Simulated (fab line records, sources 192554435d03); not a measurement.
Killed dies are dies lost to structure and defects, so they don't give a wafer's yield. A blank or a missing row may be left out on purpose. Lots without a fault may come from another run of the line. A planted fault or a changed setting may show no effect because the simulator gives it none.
Split-lot experiment | flow n5_finfet | 7 lots, 39 wafers read, on a route of 1938 steps

THE SPLIT
At N5_SD_EPI_P_EPI_21 (deposits SiGe:B, time 355 s), the setting time_s was moved away from the recipe's 355 s on 15 of the 39 wafers read, by -43.9% to +44.9%. The other wafers ran this setting at the recipe's value.

FROM THE SPLIT TO THE READING: what the file shows between them, 6 steps
- N5_SD_EPI_P_EPI_MEAS_23
- N5_SD_EPI_P_HM_STRIP_48: strips SiNx in H3PO4, material SiNx, target depth 3 nm
- N5_SD_EPI_P_SRD_49: time 30 s
- N5_SD_EPI_P_PRECLEAN_24: cleans in O3/DIW, time 45 s
- N5_SD_ACTIVATION_RTA_00: time 0 s
- N5_SD_ACTIVATION_LSA_01: time 0.0008 s

THE READING
RS_SD_P, in ohm/sq, at N5_SD_ACTIVATION_RS_MEAS_03 (measures by four-point-probe). Fault-free wafers of this fab line usually give 56.0 ohm/sq, standard deviation 1.2 ohm/sq.

wafer  | tool, chamber at the split | time_s as run, s | against the recipe | RS_SD_P, ohm/sq | against lot-mates on the recipe
L080.1 | epi_rpcvd-03, 0            | 199.1            | -43.9%             | 89.9            | +35.2
L080.2 | epi_rpcvd-03, 0            | 355              | recipe             | 54.2            | -
L080.3 | epi_rpcvd-03, 0            | 355              | recipe             | 55.2            | -
L080.4 | epi_rpcvd-03, 0            | 355              | recipe             | 54.6            | -
L080.5 | epi_rpcvd-03, 0            | 199.1            | -43.9%             | 92.0            | +37.3
L080.6 | epi_rpcvd-03, 0            | 199.1            | -43.9%             | 89.2            | +34.5
L082.1 | epi_rpcvd-01, 0            | 416              | +17.2%             | 50.1            | -5.6
L082.2 | epi_rpcvd-01, 0            | 355              | recipe             | 55.4            | -
L082.3 | epi_rpcvd-01, 0            | 416              | +17.2%             | 50.3            | -5.4
L082.4 | epi_rpcvd-01, 0            | 355              | recipe             | 55.7            | -
L082.5 | epi_rpcvd-01, 0            | 355              | recipe             | 55.9            | -
L082.6 | epi_rpcvd-01, 0            | 416              | +17.2%             | 50.1            | -5.6
L083.1 | epi_rpcvd-04, 0            | 355              | recipe             | 56.5            | -
L083.2 | epi_rpcvd-04, 0            | 355              | recipe             | 55.7            | -
L083.5 | epi_rpcvd-04, 0            | 355              | recipe             | 55.1            | -
L085.1 | epi_rpcvd-01, 0            | 355              | recipe             | 56.4            | -
L085.2 | epi_rpcvd-01, 0            | 355              | recipe             | 57.1            | -
L085.3 | epi_rpcvd-01, 0            | 355              | recipe             | 55.6            | -
L085.4 | epi_rpcvd-01, 0            | 355              | recipe             | 56.8            | -
L085.5 | epi_rpcvd-01, 0            | 355              | recipe             | 57.0            | -
L085.6 | epi_rpcvd-01, 0            | 355              | recipe             | 56.9            | -
L088.1 | epi_rpcvd-03, 0            | 267.8            | -24.6%             | 67.7            | +12.6
L088.2 | epi_rpcvd-03, 0            | 355              | recipe             | 54.8            | -
L088.3 | epi_rpcvd-03, 0            | 267.8            | -24.6%             | 67.7            | +12.6
L088.4 | epi_rpcvd-03, 0            | 355              | recipe             | 55.3            | -
L088.5 | epi_rpcvd-03, 0            | 267.8            | -24.6%             | 65.1            | +10.0
L088.6 | epi_rpcvd-03, 0            | 355              | recipe             | 55.1            | -
L091.1 | epi_rpcvd-03, 0            | 412.6            | +16.2%             | 50.3            | -4.6
L091.2 | epi_rpcvd-03, 0            | 412.6            | +16.2%             | 49.1            | -5.8
L091.3 | epi_rpcvd-03, 0            | 355              | recipe             | 55.1            | -
L091.4 | epi_rpcvd-03, 0            | 355              | recipe             | 54.4            | -
L091.5 | epi_rpcvd-03, 0            | 355              | recipe             | 55.1            | -
L091.6 | epi_rpcvd-03, 0            | 412.6            | +16.2%             | 50.0            | -4.9
L092.1 | epi_rpcvd-01, 0            | 514.4            | +44.9%             | 43.9            | -12.9
L092.2 | epi_rpcvd-01, 0            | 355              | recipe             | 56.5            | -
L092.3 | epi_rpcvd-01, 0            | 514.4            | +44.9%             | 44.4            | -12.4
L092.4 | epi_rpcvd-01, 0            | 355              | recipe             | 57.2            | -
L092.5 | epi_rpcvd-01, 0            | 355              | recipe             | 56.6            | -
L092.6 | epi_rpcvd-01, 0            | 514.4            | +44.9%             | 44.2            | -12.6

THE FIT
A straight line over all 39 wafers: RS_SD_P changes by -0.495 ohm/sq for each +1% of time_s; r = -0.91; the points scatter about the line by 4.5 ohm/sq.
The same after taking each lot's own level away (the mean of its wafers on the recipe; 39 wafers): -0.513 ohm/sq for each +1%; r = -0.92; scatter 4.4 ohm/sq.
On that fit, the largest move of time_s shifts the reading by 23 ohm/sq.
The lots' own levels span 54.67 to 56.77 ohm/sq, that is 1.8 times the standard deviation above.
So the lot-to-lot level changes the slope little: the two slopes agree.
Check: with one of the wafers moved furthest among these (+44.9%) left out of the fit, the line predicts -22.2 ohm/sq for it against its lot-mates. It came out at -12.9 ohm/sq against them.

OTHER SPLITS ON THESE WAFERS
These wafers also went through other splits before the reading. Each is held against what the fit with the lots' levels taken away leaves over:
other split on the same wafers                 | wafers away from the commonest value | r with RS_SD_P (lot level and that fit taken away)
N5_PMOS_HMC_CHANNEL_EPI_HM_DEP_34 target_thk_a | 15                                   | -0.19
N5_FIN_SAQP_ETCH_65 time_s                     | 15                                   | +0.17

THE WHOLE CHAIN: every reading that the file lists as answering this split, in the file's order
step                        | what it does                                           | reading                                                                           | change (the file's fit)               | r (the file's)
N5_SD_EPI_P_EPI_21          | deposits SiGe:B, time 355 s                            | SiGe-B_of_SD_EPI_P_EPI_21.thk_nm (the simulator's own value, which no gauge read) | +0.456 nm for each +1% of the setting | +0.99
N5_SD_EPI_P_EPI_MEAS_23     |                                                        | thk_nm                                                                            | withheld for each +1% of the setting  | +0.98
N5_SD_EPI_P_HM_STRIP_48     | strips SiNx in H3PO4, material SiNx, target depth 3 nm | SiGe-B_of_SD_EPI_P_EPI_21.thk_nm (the simulator's own value, which no gauge read) | +0.454 nm for each +1% of the setting | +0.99
N5_SD_ACTIVATION_RS_MEAS_03 | measures by four-point-probe                           | RS_SD_P                                                                           | -0.508 for each +1% of the setting    | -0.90

THE FILE'S OWN FIT
RS_SD_P changes by -0.508 ohm/sq for each +1% of time_s, r = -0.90.
